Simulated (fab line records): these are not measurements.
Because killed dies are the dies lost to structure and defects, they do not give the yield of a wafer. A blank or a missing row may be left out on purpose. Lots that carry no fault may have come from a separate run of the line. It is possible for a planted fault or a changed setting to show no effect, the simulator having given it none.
fab line records	flow n5-finfet	part 1 of 2: steps 1 to 21 of 29
record lots=5	wafers=15	last-day=18
route steps=1938 shown TV_LITHO@1886 TV_OPEN@1887 PAD_METAL@1893 PASSIVATION@1897
lots untouched by any fault: they come from a run of this same line in which no faults occurred
start-h: hours from the record's opening day to when the first of the lot's shown wafers began	wait-h: hours since the lot's step before	" the same as in the row above	L1.1+2: a row that stands for several wafers	- no value present, or no start provided	* or withheld: withheld	< > ~ a bound
route shown NAME@n: NAME is a module with steps in the file, n the number in the route of the first one	usual: mean and standard deviation over wafers with no fault	same: alike in all rows	chamber/n: place in a boat	sites: the reading at each site	_std_site: the standard deviation of these	_edge_site: mean of outer sites minus mean of inner sites	radius-mm: how far each site lies from the wafer's centre	mask NAME#n: copy n	behind: the tool/chamber that last shaped the wafer	hold: cause of the lot's hold/its duration in hours/its outcome	device: names the non-switching transistor (n, p or np)	end of line: the tests these same wafers got at the end of their route	for a step that has no rows: nothing shown but its recipe	killed: not the wafer's yield, but the dies lost to structure and defects at the first sort	map: a wafer's dies, marking killed ones x, the rest . and places with no die _
set.NAME: the run value of the setting; set.NAME@STEP: its run value at that earlier step	model.NAME: the simulator's own value behind a step, which no gauge read
lots seen at some steps along the route; tables by step, rows by wafer
services: a tool's chamber out of use, with start hour (start-h, from the record's first day; less than 0 if before it), hours out, and reason
## steps
# step N5_PASSIVATION_DESCUM_12
# recipe chemistry=O2	time-s=7.9	source-power-w=50	bias-power-w=20	pressure-mtorr=20	rf-frequency-hz=2.712e+07	temp-c=40	o2-flow-sccm=225
# usual drypump-motor-current-A=5.7/0.45	oes-product-au=0.81/0.088	rf-vpp-V=243.3/1.6	showerhead-plenum-p-Torr=2.10/0.086	throttle-valve-pct=20.39/0.25
lot.wafer	tool	chamber	start-h	wait-h	drypump-motor-current-A	oes-product-au	rf-hours-counter-h	rf-vpp-V	showerhead-plenum-p-Torr	throttle-valve-pct
L083.1	rie-diel-01	2	325.50	0.1	5.1	0.74	180	245.0	2.16	20.49
L083.2	"	0	"	"	6.2	0.66	241	242.5	1.97	20.85
L083.6	"	3	"	"	5.9	0.95	-	241.4	2.06	20.05
L086.2	rie-diel-04	0	349.64	0.3	5.3	0.71	230	244.6	2.16	20.66
L086.3	"	3	"	"	6.0	0.87	26	244.6	2.12	19.97
L086.5	"	1	"	"	5.4	0.95	-	244.0	2.13	20.62
L094.2	rie-diel-01	1	390.99	0.2	6.4	0.70	231	242.9	2.08	20.76
L094.3	"	3	"	"	6.0	0.90	34	242.7	2.05	20.08
L094.4	"	2	"	"	5.1	0.72	200	241.9	2.15	20.53
L096.1	rie-diel-01	2	400.88	0.0	5.1	0.72	204	245.2	2.15	20.53
L096.4	"	1	"	"	6.4	0.70	234	242.4	2.07	20.77
L096.6	"	3	"	"	5.9	0.90	-	242.7	2.05	20.08
L097.2	rie-diel-04	2	423.34	0.0	5.9	0.77	132	241.0	2.12	20.49
L097.4	"	2	"	"	5.9	0.76	-	243.0	2.12	20.49
L097.6	"	1	"	"	5.5	0.92	-	243.4	2.13	20.65
# step N5_PASSIVATION_PASS_ETCH_74
# recipe chemistry=CF4/O2	target=SiNx	target-depth-a=2200	time-s=110	ion-energy-ev=100	pressure-mtorr=40	source-w=535	bias-w=49	Ar_flow_sccm=100	cf4-flow-sccm=100	O2_flow_sccm=10
# usual cf4-flow-sccm=100.00/0.28	drypump-motor-current-A=5.7/0.45	mfc-ar-sccm=100.01/0.29	oes-product-au=0.81/0.093	rf-vpp-V=241/3.7	showerhead-plenum-p-Torr=2.21/0.084	throttle-valve-pct=15.97/0.22
lot.wafer	tool	chamber	start-h	wait-h	cf4-flow-sccm	drypump-motor-current-A	mfc-ar-sccm	oes-product-au	rf-hours-counter-h	rf-vpp-V	showerhead-plenum-p-Torr	throttle-valve-pct
L083.1	rie-diel-01	2	325.57	0.0	99.76	5.1	100.00	0.73	180	240	2.30	16.20
L083.2	"	0	"	"	100.08	6.2	99.41	0.67	241	240	2.10	16.45
L083.6	"	3	"	"	99.95	5.9	100.39	0.95	-	247	2.18	15.59
L086.2	rie-diel-04	0	349.70	0.0	99.67	5.3	99.52	0.71	231	247	2.26	16.18
L086.3	"	3	"	"	100.01	6.1	99.94	0.87	26	241	2.26	15.70
L086.5	"	1	"	"	100.10	5.4	100.18	0.98	-	245	2.24	16.05
L094.2	rie-diel-01	1	391.05	0.0	99.95	6.4	100.23	0.72	231	242	2.18	16.29
L094.3	"	3	"	"	99.79	5.9	100.18	0.92	34	247	2.17	15.64
L094.4	"	2	"	"	100.23	5.1	99.75	0.71	200	241	2.29	16.24
L096.1	rie-diel-01	2	400.95	0.0	99.87	5.1	99.69	0.71	204	241	2.29	16.27
L096.4	"	1	"	"	99.96	6.4	99.99	0.71	234	240	2.18	16.32
L096.6	"	3	"	"	99.92	5.9	99.59	0.89	-	247	2.17	15.65
L097.2	rie-diel-04	2	423.40	0.0	99.69	5.9	100.26	0.76	132	232	2.21	15.97
L097.4	"	2	"	"	99.92	5.9	100.17	0.75	-	236	2.21	15.97
L097.6	"	1	"	"	100.14	5.4	100.12	0.93	-	244	2.24	16.09
# step N5_PASSIVATION_VIA_ETCH_13
# recipe chemistry=CHF3/O2	target=SiO2	target-depth-a=6600	CHF3_flow_sccm=50	O2_flow_sccm=5	Ar_flow_sccm=200	time-s=330	mask-material=PR	pressure-mtorr=30	source-w=650	bias-w=170	ion-energy-ev=200	ends=cleared
# usual drypump-motor-current-A=5.7/0.45	etch-rf-on-time-s=238/5.9	mfc-ar-sccm=200.0/0.69	oes-product-au=0.73/0.082	rf-vpp-V=524/8.1	showerhead-plenum-p-Torr=2.42/0.095	throttle-valve-pct=18.83/0.23
lot.wafer	tool	chamber	start-h	wait-h	drypump-motor-current-A	etch-rf-on-time-s	mfc-ar-sccm	oes-product-au	rf-hours-counter-h	rf-vpp-V	showerhead-plenum-p-Torr	throttle-valve-pct
L083.1	rie-diel-01	2	325.66	0.0	5.1	237	200.3	0.66	180	521	2.52	19.11
L083.2	"	0	"	"	6.2	245	199.1	0.60	241	521	2.28	19.30
L083.6	"	3	"	"	5.9	236	200.5	0.86	-	538	2.38	18.52
L086.2	rie-diel-04	0	349.80	0.0	5.3	241	199.8	0.64	231	536	2.48	19.08
L086.3	"	3	"	"	6.0	234	199.8	0.79	26	521	2.46	18.52
L086.5	"	1	"	"	5.5	230	199.8	0.87	-	534	2.45	19.00
L094.2	rie-diel-01	1	391.15	0.0	6.4	238	200.6	0.64	231	526	2.37	19.09
L094.3	"	3	"	"	5.9	230	199.6	0.82	34	536	2.37	18.55
L094.4	"	2	"	"	5.1	246	201.0	0.65	201	521	2.51	19.15
L096.1	rie-diel-01	2	401.04	0.0	5.1	240	199.7	0.65	204	522	2.51	19.15
L096.4	"	1	"	"	6.4	235	198.7	0.64	234	527	2.37	19.08
L096.6	"	3	"	"	6.0	232	200.5	0.81	-	538	2.37	18.57
L097.2	rie-diel-04	2	423.49	0.0	5.8	241	199.8	0.68	132	510	2.41	18.79
L097.4	"	2	"	"	5.9	247	199.5	0.69	-	510	2.41	18.78
L097.6	"	1	"	"	5.4	233	200.2	0.83	-	532	2.44	19.04
# step N5_PASSIVATION_STRIP_14
# recipe chemistry=O2	power-w=600	temp-c=60	pressure-mtorr=30	rf-frequency-hz=6e+07	bias-power-w=0	overash-fraction=0.5	o2-flow-sccm=225
# usual drypump-motor-current-A=5.7/0.45	oes-product-au=0.81/0.089	rf-vpp-V=3.6/0.86	showerhead-plenum-p-Torr=2.10/0.086	throttle-valve-pct=16.63/0.25
lot.wafer	tool	chamber	start-h	wait-h	drypump-motor-current-A	oes-product-au	rf-hours-counter-h	rf-vpp-V	showerhead-plenum-p-Torr	throttle-valve-pct
L083.1	rie-diel-01	2	325.85	0.1	5.1	0.74	180	2.4	2.16	16.76
L083.2	"	0	"	"	6.2	0.68	241	3.5	1.98	17.10
L083.6	"	3	"	"	5.9	0.95	-	3.5	2.06	16.26
L086.2	rie-diel-04	0	349.99	0.1	5.3	0.72	231	3.1	2.16	16.93
L086.3	"	3	"	"	6.0	0.89	26	4.0	2.13	16.25
L086.5	"	1	"	"	5.5	0.96	-	2.6	2.14	16.74
L094.2	rie-diel-01	1	391.34	0.1	6.4	0.71	231	3.3	2.08	17.02
L094.3	"	3	"	"	5.9	0.90	34	2.9	2.05	16.31
L094.4	"	2	"	"	5.1	0.72	201	3.4	2.15	16.79
L096.1	rie-diel-01	2	401.24	0.1	5.1	0.71	204	2.8	2.15	16.78
L096.4	"	1	"	"	6.4	0.70	234	4.2	2.08	17.05
L096.6	"	3	"	"	5.9	0.90	-	3.4	2.05	16.31
L097.2	rie-diel-04	2	423.69	0.1	5.8	0.76	132	3.8	2.12	16.75
L097.4	"	2	"	"	5.8	0.75	-	4.3	2.12	16.76
L097.6	"	1	"	"	5.5	0.90	-	4.2	2.13	16.78
# step N5_PASSIVATION_ETCH_15
# recipe chemistry=CF4/N2	target=SiCN	target-depth-a=750	taper-deg=2	time-s=81.2	ion-energy-ev=150	mask-material=SiNx	pressure-mtorr=40	source-w=430	bias-w=70	Ar_flow_sccm=100	cf4-flow-sccm=60	n2-flow-sccm=60
# usual cf4-flow-sccm=60.03/0.2	drypump-motor-current-A=5.7/0.45	mfc-ar-sccm=99.96/0.3	n2-flow-sccm=59.99/0.19	oes-product-au=0.81/0.094	rf-vpp-V=382.3/2.3	showerhead-plenum-p-Torr=2.21/0.085	throttle-valve-pct=15.41/0.23
lot.wafer	tool	chamber	start-h	wait-h	cf4-flow-sccm	drypump-motor-current-A	mfc-ar-sccm	n2-flow-sccm	oes-product-au	rf-hours-counter-h	rf-vpp-V	showerhead-plenum-p-Torr	throttle-valve-pct
L083.1	rie-diel-01	2	-	-	59.59	5.1	99.85	60.11	0.73	180	382.4	2.30	15.66
L083.2	"	0	"	"	59.80	6.3	100.28	59.82	0.67	241	379.2	2.09	15.87
L083.6	"	3	"	"	60.16	5.9	99.41	60.10	0.96	-	381.3	2.18	15.04
L086.2	rie-diel-04	0	-	-	60.50	5.3	99.97	59.77	0.71	231	383.0	2.26	15.64
L086.3	"	3	"	"	60.20	6.0	100.28	59.84	0.87	26	382.7	2.25	15.11
L086.5	"	1	"	"	60.07	5.4	99.69	59.90	0.98	-	383.3	2.25	15.48
L094.2	rie-diel-01	1	-	-	60.03	6.4	100.26	60.36	0.71	231	380.8	2.18	15.75
L094.3	"	3	"	"	60.00	6.0	99.99	60.15	0.90	34	381.4	2.17	15.08
L094.4	"	2	"	"	60.05	5.1	100.50	59.79	0.71	201	383.0	2.29	15.70
L096.1	rie-diel-01	2	-	-	59.54	5.1	99.43	60.10	0.71	204	383.2	2.29	15.68
L096.4	"	1	"	"	59.93	6.4	99.62	60.01	0.71	235	382.1	2.18	15.76
L096.6	"	3	"	"	60.13	5.9	100.33	59.81	0.90	-	382.0	2.17	15.10
L097.2	rie-diel-04	2	-	-	60.03	5.9	100.09	60.03	0.76	132	381.9	2.21	15.40
L097.4	"	2	"	"	59.96	5.9	99.93	59.91	0.76	-	382.3	2.21	15.40
L097.6	"	1	"	"	59.53	5.4	99.37	59.91	0.93	-	383.8	2.24	15.52
# step N5_PASSIVATION_STRIP_73
# recipe chemistry=post-etch-residue-remover	time-s=60	temp-c=25	remover-ph=withheld	remover-water-wt-pct=withheld	remover-fluoride-wt-pct=withheld
lot.wafer	tool	chamber	start-h	wait-h
L083.1+2+6	wet-bench-02	6,2,4	326.01	-
L086.2+3+5	wet-bench-05	1,0,2	350.15	-
L094.2+3+4	wet-bench-05	3,5,0	391.52	-
L096.1+4+6	wet-bench-04	5,3,2	401.39	-
L097.2+4+6	wet-bench-02	5,3,4	423.85	-
# step N5_PASSIVATION_SRD_17
# recipe time-s=30	temp-c=23	rinse-liquid=diw	dry=n2-spin	spin-rpm=1500	dry-time-s=30
lot.wafer	tool	chamber	start-h	wait-h
L083.1+2+6	wet-bench-02	6,2,4	326.03	0.0
L086.2+3+5	wet-bench-05	1,0,2	350.17	0.0
L094.2+3+4	wet-bench-05	3,5,0	391.54	0.0
L096.1+4+6	wet-bench-04	5,3,2	401.41	0.0
L097.2+4+6	wet-bench-02	5,3,4	423.87	0.0
# step N5_PASSIVATION_DEGAS_18
# recipe ambient=vacuum	temp-c=300	time-s=60
# usual heater-power-w=466/54
lot.wafer	tool	chamber	start-h	wait-h	heater-power-w
L083.1	pvd-sputter-03	-	326.64	0.6	476
L083.2	"	-	"	"	505
L083.6	"	-	"	"	479
L086.2	pvd-sputter-03	-	350.25	0.1	494
L086.3	"	-	"	"	478
L086.5	"	-	"	"	482
L094.2	pvd-sputter-01	-	391.85	0.3	385
L094.3	"	-	"	"	552
L094.4	"	-	"	"	493
L096.1	pvd-sputter-02	-	401.90	0.5	432
L096.4	"	-	"	"	502
L096.6	"	-	"	"	368
L097.2	pvd-sputter-02	-	424.47	0.6	370
L097.4	"	-	"	"	502
L097.6	"	-	"	"	362
# step N5_PASSIVATION_PRE_CLEAN_19
# recipe gas=H2/He	time-s=*	temp-c=*
# usual heater-power-w=465/53
lot.wafer	tool	chamber	start-h	wait-h	heater-power-w
L083.1	pvd-sputter-03	-	326.68	0.0	477
L083.2	"	-	"	"	506
L083.6	"	-	"	"	471
L086.2	pvd-sputter-03	-	350.29	0.0	490
L086.3	"	-	"	"	486
L086.5	"	-	"	"	474
L094.2	pvd-sputter-01	-	391.89	0.0	395
L094.3	"	-	"	"	529
L094.4	"	-	"	"	502
L096.1	pvd-sputter-02	-	401.94	0.0	421
L096.4	"	-	"	"	501
L096.6	"	-	"	"	362
L097.2	pvd-sputter-02	-	424.51	0.0	374
L097.4	"	-	"	"	510
L097.6	"	-	"	"	379
# step N5_PASSIVATION_SPUTTER_20
# recipe material=TaN	target-thk-a=500	temp-c=25	chamber-pressure-pa=0.4
# usual throttle-valve-pct=29.8/1.2
lot.wafer	tool	chamber	start-h	wait-h	throttle-valve-pct
L083.1	pvd-sputter-03	-	326.72	0.0	28.2
L083.2	"	-	"	"	29.3
L083.6	"	-	"	"	28.0
L086.2	pvd-sputter-03	-	350.33	0.0	30.6
L086.3	"	-	"	"	28.0
L086.5	"	-	"	"	28.0
L094.2	pvd-sputter-01	-	391.93	0.0	29.8
L094.3	"	-	"	"	31.5
L094.4	"	-	"	"	28.0
L096.1	pvd-sputter-02	-	401.98	0.0	29.9
L096.4	"	-	"	"	31.0
L096.6	"	-	"	"	28.4
L097.2	pvd-sputter-02	-	424.55	0.0	28.4
L097.4	"	-	"	"	31.2
L097.6	"	-	"	"	28.2
# step N5_PASSIVATION_AL_DEP_21
# recipe material=Al	target-thk-a=28000	temp-c=400	time-s=170	power-w=30000	chamber-pressure-pa=0.4	gas=Ar
# usual throttle-valve-pct=29.8/1.2
lot.wafer	tool	chamber	start-h	wait-h	throttle-valve-pct
L083.1	pvd-sputter-03	-	326.82	0.1	28.0
L083.2	"	-	"	"	29.2
L083.6	"	-	"	"	28.3
L086.2	pvd-sputter-03	-	350.43	0.1	30.7
L086.3	"	-	"	"	28.2
L086.5	"	-	"	"	28.0
L094.2	pvd-sputter-01	-	392.03	0.1	29.9
L094.3	"	-	"	"	31.2
L094.4	"	-	"	"	27.8
L096.1	pvd-sputter-02	-	402.08	0.1	29.3
L096.4	"	-	"	"	31.3
L096.6	"	-	"	"	28.3
L097.2	pvd-sputter-02	-	424.65	0.1	28.1
L097.4	"	-	"	"	31.2
L097.6	"	-	"	"	28.2
# step N5_PASSIVATION_HMDS_23
# recipe time-s=60	temp-c=120
# usual resist-line-temp-C=22.97/0.1
lot.wafer	tool	chamber	start-h	wait-h	resist-line-temp-C
L083.1	litho-track-03	0	327.01	0.1	22.82
L083.2	"	0	"	"	23.13
L083.6	"	0	"	"	22.94
L086.2	litho-track-01	0	350.62	0.1	22.95
L086.3	"	0	"	"	22.87
L086.5	"	0	"	"	22.86
L094.2	litho-track-01	0	392.22	0.1	23.11
L094.3	"	0	"	"	23.17
L094.4	"	0	"	"	23.06
L096.1	litho-track-01	0	402.26	0.1	22.98
L096.4	"	0	"	"	23.10
L096.6	"	0	"	"	23.04
L097.2	litho-track-01	0	424.84	0.1	22.97
L097.4	"	0	"	"	23.10
L097.6	"	0	"	"	23.12
# step N5_PASSIVATION_COAT_24
# recipe spin-rpm=3000	resist-thk-nm=withheld
# usual resist-line-temp-C=22.98/0.11
lot.wafer	tool	chamber	start-h	wait-h	resist-line-temp-C
L083.1	litho-track-03	0	-	-	23.08
L083.2	"	0	"	"	23.06
L083.6	"	0	"	"	23.06
L086.2	litho-track-01	0	-	-	23.19
L086.3	"	0	"	"	22.77
L086.5	"	0	"	"	22.88
L094.2	litho-track-01	0	-	-	22.89
L094.3	"	0	"	"	23.09
L094.4	"	0	"	"	22.84
L096.1	litho-track-01	0	-	-	23.07
L096.4	"	0	"	"	23.05
L096.6	"	0	"	"	22.94
L097.2	litho-track-01	0	-	-	23.02
L097.4	"	0	"	"	23.03
L097.6	"	0	"	"	22.94
# step N5_PASSIVATION_EBR_26
# recipe solvent=PGMEA	ebr-width-mm=1.5
# usual resist-line-temp-C=23.01/0.099
lot.wafer	tool	chamber	start-h	wait-h	resist-line-temp-C
L083.1	litho-track-03	0	-	-	23.04
L083.2	"	0	"	"	23.12
L083.6	"	0	"	"	23.01
L086.2	litho-track-01	0	-	-	23.06
L086.3	"	0	"	"	23.02
L086.5	"	0	"	"	23.02
L094.2	litho-track-01	0	-	-	23.02
L094.3	"	0	"	"	22.94
L094.4	"	0	"	"	22.96
L096.1	litho-track-01	0	-	-	22.97
L096.4	"	0	"	"	23.07
L096.6	"	0	"	"	22.92
L097.2	litho-track-01	0	-	-	22.92
L097.4	"	0	"	"	23.02
L097.6	"	0	"	"	23.05
# step N5_PASSIVATION_SOFTBAKE_25
# recipe temp-c=100	time-s=90
# usual resist-line-temp-C=23.00/0.11
lot.wafer	tool	chamber	start-h	wait-h	resist-line-temp-C
L083.1	litho-track-03	0	-	-	23.02
L083.2	"	0	"	"	22.93
L083.6	"	0	"	"	22.95
L086.2	litho-track-01	0	-	-	22.93
L086.3	"	0	"	"	22.93
L086.5	"	0	"	"	22.86
L094.2	litho-track-01	0	-	-	22.96
L094.3	"	0	"	"	22.90
L094.4	"	0	"	"	23.05
L096.1	litho-track-01	0	-	-	23.02
L096.4	"	0	"	"	23.22
L096.6	"	0	"	"	22.96
L097.2	litho-track-01	0	-	-	22.91
L097.4	"	0	"	"	23.04
L097.6	"	0	"	"	23.00
# step N5_PASSIVATION_EXPOSE_27
# recipe mask-id=PAD	na=0.55	source-shape=conventional	sigma-outer=0.8	polarization=unpolarized	defocus-nm=0	dose-mj=32.3
# same sigma-outer=0.8
lot.wafer	tool	chamber	start-h	wait-h	mask
L083.1+2+6	krf-scanner-01	0	327.12	-	PAD#0
L086.2+3+5	krf-scanner-02	0	350.73	-	PAD#0
L094.2+3+4	krf-scanner-02	0	392.46	-	PAD#0
L096.1+4+6	krf-scanner-01	0	402.37	-	PAD#0
L097.2+4+6	krf-scanner-02	0	425.08	-	PAD#0
# step N5_PASSIVATION_PEB_28
# recipe peb-temp-c=withheld	peb-time-s=*
# usual resist-line-temp-C=*
lot.wafer	tool	chamber	start-h	wait-h	resist-line-temp-C
L083.1	litho-track-01	0	327.17	0.1	*
L083.2	"	0	"	"	*
L083.6	"	0	"	"	*
L086.2	litho-track-03	0	350.78	0.0	*
L086.3	"	0	"	"	*
L086.5	"	0	"	"	*
L094.2	litho-track-03	0	392.51	0.0	*
L094.3	"	0	"	"	*
L094.4	"	0	"	"	*
L096.1	litho-track-03	0	402.43	0.1	*
L096.4	"	0	"	"	*
L096.6	"	0	"	"	*
L097.2	litho-track-03	0	425.13	0.0	*
L097.4	"	0	"	"	*
L097.6	"	0	"	"	*
# step N5_PASSIVATION_DEVELOP_29
# recipe develop-time-s=60	rinse-liquid=diw	dry=air-spin	dev-temp-c=21
# usual resist-line-temp-C=23.00/0.11
lot.wafer	tool	chamber	start-h	wait-h	resist-line-temp-C
L083.1	litho-track-01	0	-	-	23.02
L083.2	"	0	"	"	23.05
L083.6	"	0	"	"	23.08
L086.2	litho-track-03	0	-	-	23.05
L086.3	"	0	"	"	22.83
L086.5	"	0	"	"	23.10
L094.2	litho-track-03	0	-	-	23.07
L094.3	"	0	"	"	22.90
L094.4	"	0	"	"	23.11
L096.1	litho-track-03	0	-	-	23.13
L096.4	"	0	"	"	23.13
L096.6	"	0	"	"	22.95
L097.2	litho-track-03	0	-	-	22.89
L097.4	"	0	"	"	22.79
L097.6	"	0	"	"	22.93
# step N5_PASSIVATION_HARDBAKE_31
# recipe temp-c=130	time-s=120
# usual resist-line-temp-C=23.00/0.11
lot.wafer	tool	chamber	start-h	wait-h	resist-line-temp-C
L083.1	litho-track-01	0	-	-	23.03
L083.2	"	0	"	"	22.78
L083.6	"	0	"	"	22.88
L086.2	litho-track-03	0	-	-	23.06
L086.3	"	0	"	"	23.00
L086.5	"	0	"	"	23.12
L094.2	litho-track-03	0	-	-	22.96
L094.3	"	0	"	"	22.85
L094.4	"	0	"	"	22.96
L096.1	litho-track-03	0	-	-	23.11
L096.4	"	0	"	"	23.10
L096.6	"	0	"	"	23.12
L097.2	litho-track-03	0	-	-	22.99
L097.4	"	0	"	"	23.01
L097.6	"	0	"	"	22.92
# step N5_PASSIVATION_CD_MEAS_30
# recipe target-cd-nm=4000	landing-energy-ev=500	detector=se-inlens	polarity=opening
# usual cd-nm=3999.6/1.7
lot.wafer	tool	chamber	start-h	wait-h	cd-nm
L083.1	cd-sem-02	0	327.29	-	3998.8
L083.2	"	0	"	"	3996.0
L083.6	"	0	"	"	3999.1
L086.2	cd-sem-03	0	350.90	-	4000.7
L086.3	"	0	"	"	3997.0
L086.5	"	0	"	"	4000.9
L094.2	cd-sem-02	0	392.63	-	4001.0
L094.3	"	0	"	"	4001.9
L094.4	"	0	"	"	3999.2
L096.1	cd-sem-03	0	402.55	-	3997.2
L096.4	"	0	"	"	3997.6
L096.6	"	0	"	"	3996.0
L097.2	cd-sem-01	0	425.25	-	4000.4
L097.4	"	0	"	"	3998.8
L097.6	"	0	"	"	3997.3
# step N5_PASSIVATION_OVL_MEAS_63
# recipe points-per-wafer=44
# usual PAD_OVL=-3/6
lot.wafer	tool	chamber	start-h	wait-h	PAD_OVL[nm]
L083.1	overlay-01	0	327.32	0.0	-1
L083.2	"	0	"	"	0
L083.6	"	0	"	"	-2
L086.2	overlay-02	0	350.93	0.0	5
L086.3	"	0	"	"	3
L086.5	"	0	"	"	6
L094.2	overlay-02	0	392.66	0.0	-7
L094.3	"	0	"	"	-14
L094.4	"	0	"	"	-16
L096.1	overlay-02	0	402.58	0.0	-13
L096.4	"	0	"	"	-1
L096.6	"	0	"	"	-4
L097.2	overlay-02	0	425.28	0.0	-2
L097.4	"	0	"	"	-3
L097.6	"	0	"	"	-8
